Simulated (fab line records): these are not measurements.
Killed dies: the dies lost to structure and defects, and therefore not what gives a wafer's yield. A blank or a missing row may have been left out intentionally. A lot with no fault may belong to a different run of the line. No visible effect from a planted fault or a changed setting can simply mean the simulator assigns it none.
Struck lot and sound lot, side by side :: flow nand_harc :: 15 out of 1302 route steps
Sound: wafers L239.2, L239.4, L239.6. Struck: wafer L248.2. (L248.1 of the same lot was not struck and is left out.) The cause comes at the end.
For every step that has rows: the tool of each side, followed by ch and its chambers, followed by its first start. Under that, the readings that differ: sound wafers :: struck wafers :: difference of the means :: sigmas: that difference in standard deviations of wafers without a fault.
alike: readings with means less than 2 such deviations apart, plus words and numbers identical on both sides. not compared: withheld readings, readings lacking a value on some wafer, bounds such as >300 that could conceal the same value, and numbers that have no deviation in the record and whose values overlap.
A row with sigmas, a row that says differs or no value, or rows on one side alone: a step with any of these is where the two part. Numbers that have no deviation but don't overlap get no sigmas and don't part them. Lack of a reading on every wafer of one side parts them only where that side has two or more wafers.

first, 6 steps without rows for these wafers: NHARC_A_DECK1_JOINT_CVD_34 (deposits SiNx, target thk 20 nm); NHARC_A_DECK1_JOINT_DEP_06 (deposits SiOx, target thk 80 nm); NHARC_A_DECK1_JOINT_CURE_26 (time 32 s); NHARC_A_DECK1_JOINT_ANNEAL_27 (time 3600 s); NHARC_A_DECK1_JOINT_ANNEAL_28 (time 1800 s); NHARC_A_DECK1_JOINT_ANNEAL_29 (time 1800 s).
NHARC_A_DECK1_JOINT_CMP_02: polishes SiOx.
  sound on cmp-04 ch 1,2,3, day 12 06:55; struck on cmp-04 ch 3, day 16 09:10
  alike: motor_current_A
after that, 1 step had no rows for these wafers: NHARC_A_DECK1_JOINT_SRD_15.
NHARC_A_DECK1_JOINT_DEP_16: deposits SiO2, target thk 45 nm.
  sound on pecvd-02 ch 0,1, day 12 07:18; struck on pecvd-01 ch 2, day 16 09:33
  alike: flow_sccm, heater_power_w, throttle_valve_pct
NHARC_A_DECK1_JOINT_THK_MEAS_17: measures by ellipsometry.
  sound: film_metro-01 at day 12 07:35; struck: film_metro-01 at day 16 09:55
  alike: thk_nm
NHARC_A_DECK1_JOINT_INSPECT_05:
  sound: defect_inspect-01 at day 12 07:37; struck: defect_inspect-01 at day 16 09:57
  alike: raw_defect_count
NHARC_A_ONON_D2_DEP_00: target thk 1000 nm.
  sound on pecvd_onon-03 ch 0, day 12 07:44; struck on pecvd_onon-03 ch 0, day 16 10:01
  alike: n2o_flow_sccm
NHARC_A_ONON_D2_THK_MEAS_02: measures by ellipsometry.
  sound: film_metro-02 at day 12 08:11; struck: film_metro-02 at day 16 10:32
reading: thk_nm (nm)
sound: 991 992 992
struck: 1540
difference: +548
sigmas: +67
following that, 1 step holds no rows for these wafers, namely NHARC_A_ONON_D2_DEP_03 (target thickness 1000 nm).
-- record jumps: 12 days between struck wafers' starts before vs after; left off in module A_ONON_D2, resumes in module END, first step shown is number 1302 of the route --
NHARC_END_SORT_01:
  the record has rows for the struck wafers here (prober-01 ch 0, day 28 14:40) and none for the sound ones

== WHERE THEY PART ==
At NHARC_A_ONON_D2_THK_MEAS_02 first; at NHARC_END_SORT_01 last (within this record only).

WHY: whatever the simulator had introduced
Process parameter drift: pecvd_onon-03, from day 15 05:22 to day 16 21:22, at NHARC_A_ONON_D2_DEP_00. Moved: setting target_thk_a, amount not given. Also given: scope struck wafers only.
